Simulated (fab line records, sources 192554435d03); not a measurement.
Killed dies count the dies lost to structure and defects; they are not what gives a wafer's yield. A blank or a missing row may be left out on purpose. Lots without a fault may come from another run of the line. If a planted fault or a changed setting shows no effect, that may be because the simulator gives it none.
Code-filled problem report in 8D (eight disciplines) form | flow n5_finfet | the parts of the form that need people (team, actions taken, sign-off) are left out

== 1. THE ISSUE ==
At N5_BEOL_M12_ETCH_38, oes_product_au averages 1.16 a.u. over 4 wafers from 2 lots, while fault-free wafers read 0.83 a.u., standard deviation 0.065. Measured from the usual mean, that is +5.0 standard deviations.
The step: etches SiCN in CF4/N2, target depth 68.7 nm, time 73.4 s.
Earliest sighting: wafer L258.1 on rie_diel-02 at day 14 21:37. The record has a number at this step for 31 wafers belonging to 11 lots. Rule for "out" (also "out of limits"): further than 4 standard deviations from the usual mean. The other wafers with a number count as sound.

== 2. WHAT THIS IS AND IS NOT ==
question                    | is                             | is not
which readings at this step | oes_product_au                 | drypump_motor_current_A, rf_vpp_V, showerhead_plenum_p_Torr, throttle_valve_pct
which lots                  | L258, L259                     | L243, L246, L249, L251, L252, L256, L261, L262, L263
which wafers of those lots  | L258.1, L258.4, L259.1, L259.4 | L259.5
read on which tools         | rie_diel-02                    | rie_diel-01, rie_diel-06
when                        | from day 14 21:37              | up to then (18 sound wafers); but 9 sound wafers of L259, L261, L262, L263 came after

== 3. THE SUSPECTS, EACH WITH WHAT RULES IT OUT ==
Counting: a tool at a process step up to the reading stays a suspect if it ran every lot that is out. Sound lots after the first of them don't rule it out here, since some wafers of a struck lot are sound.
- rie_diel-02 at N5_BEOL_M12_ETCH_38 (etches SiCN in CF4/N2, target depth 68.7 nm, time 73.4 s): kept. Every lot that is out went through it, the first being L258 (day 14 21:37); the last sound lot it ran before that was L256 (day 14 13:36). Its own readings are out on those wafers: oes_product_au.
The count leaves rie_diel-02 at N5_BEOL_M12_ETCH_38.

== 4. THE CAUSE (what the simulator had put in) ==
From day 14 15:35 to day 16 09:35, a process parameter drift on rie_diel-02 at N5_BEOL_M12_ETCH_38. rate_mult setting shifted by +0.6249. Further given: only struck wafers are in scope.
After counting, this tool was the only one left.

== 5. THE EFFECT CHAIN, in route order ==
One row per reading whose mean, taken over the struck wafers that have a number, lies over 3 standard deviations from the usual. Only readings for which the record gives a usual standard deviation are gone through. hours: the time from each lot's start at the first step in this table that gives one to its start at this step, as a median over the lots. sigmas: the change in usual standard deviations.
hours | step                | reading        | usual     | on struck wafers | change | sigmas
0     | N5_BEOL_M12_ETCH_38 | oes_product_au | 0.83 a.u. | 1.16             | +0.33  | +5.0
The process steps in it:
- N5_BEOL_M12_ETCH_38: etches SiCN in CF4/N2, target depth 68.7 nm, time 73.4 s.

== 6. HOW IT WOULD HAVE BEEN CAUGHT EARLIER ==
6 hours passed between the start of the fault at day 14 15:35 and the first reading out of limits in this record, taken at day 14 21:37.
